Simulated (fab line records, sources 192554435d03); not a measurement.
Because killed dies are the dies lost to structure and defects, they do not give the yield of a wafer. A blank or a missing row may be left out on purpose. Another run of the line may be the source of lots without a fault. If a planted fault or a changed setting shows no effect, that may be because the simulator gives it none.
Chamber matching    flow n5-finfet    N5_BEOL_M4_ETCH_70 on rie-diel-04 has 4 sister chambers
The step etches SOC in N2/H2, target depth 80 nm, overetch 24 nm, time 130 s. 14 wafers are shown with their chamber, then 7 later ones without.

== WAFERS, EACH WITH ITS CHAMBER ==
wafer   chamber  showerhead-plenum-p-Torr (Torr)  drypump-motor-current-A (A)  throttle-valve-pct (%)
L080.2  3        2.41                             5.7                          17.63
L080.5  0        2.51                             5.6                          18.28
L080.6  1        2.52                             5.6                          17.94
L083.1  3        2.41                             5.6                          17.66
L083.3  2        2.71                             6.5                          17.80
L083.5  3        2.41                             5.7                          17.64
L084.1  2        2.71                             6.5                          17.83
L084.3  1        2.51                             5.6                          17.96
L084.6  1        2.51                             5.6                          17.96
L087.3  2        2.71                             6.5                          17.82
L087.5  2        2.71                             6.5                          17.83
L087.6  3        2.41                             5.6                          17.69
L090.1  3        2.40                             5.7                          17.69
L090.3  2        2.70                             6.5                          17.84

SIGNATURES (means of the wafers above)
reading                   chamber 0  chamber 1  chamber 2  chamber 3  scatter within a chamber
showerhead-plenum-p-Torr  2.5100     2.5133     2.7080     2.4080     0.00476
drypump-motor-current-A   5.600      5.600      6.500      5.660      0.0346
throttle-valve-pct        18.2800    17.9533    17.8240    17.6620    0.0207
Rule: a wafer's distance from a chamber is the root of the sum, over the readings, of the square of ((its reading less the chamber's mean) divided by the reading's scatter). The wafer belongs to the nearest chamber; if the next one is less than 2 further off, it can't be placed. The scatter is the square root of a quotient: the sum, over the shown wafers, of each reading's squared deviation from its chamber's mean, divided by wafers minus chambers.

== WAFERS WITH NO CHAMBER GIVEN ==
wafer   showerhead-plenum-p-Torr (Torr)  drypump-motor-current-A (A)  throttle-valve-pct (%)
L090.5  2.70                             6.6                          17.86
L095.1  2.49                             5.6                          17.91
L095.2  2.40                             5.6                          17.68
L095.3  2.70                             6.5                          17.86
L095.4  2.50                             5.6                          17.57
L095.5  2.49                             5.6                          17.89
L095.6  2.50                             5.6                          17.58

== THE CHAMBER EACH PASSED THROUGH ==
wafer    from the rows above       in truth
L090.5   2                         2
L095.1   1                         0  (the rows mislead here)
L095.2   3                         3
L095.3   2                         2
L095.4   can't be placed: 1 or 3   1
L095.5   1                         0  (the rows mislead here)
L095.6   can't be placed: 1 or 3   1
3 of 7 placed correctly. Can't be placed from these rows: 2 (the true chamber is among the candidates in 2). Wrongly placed: 2.
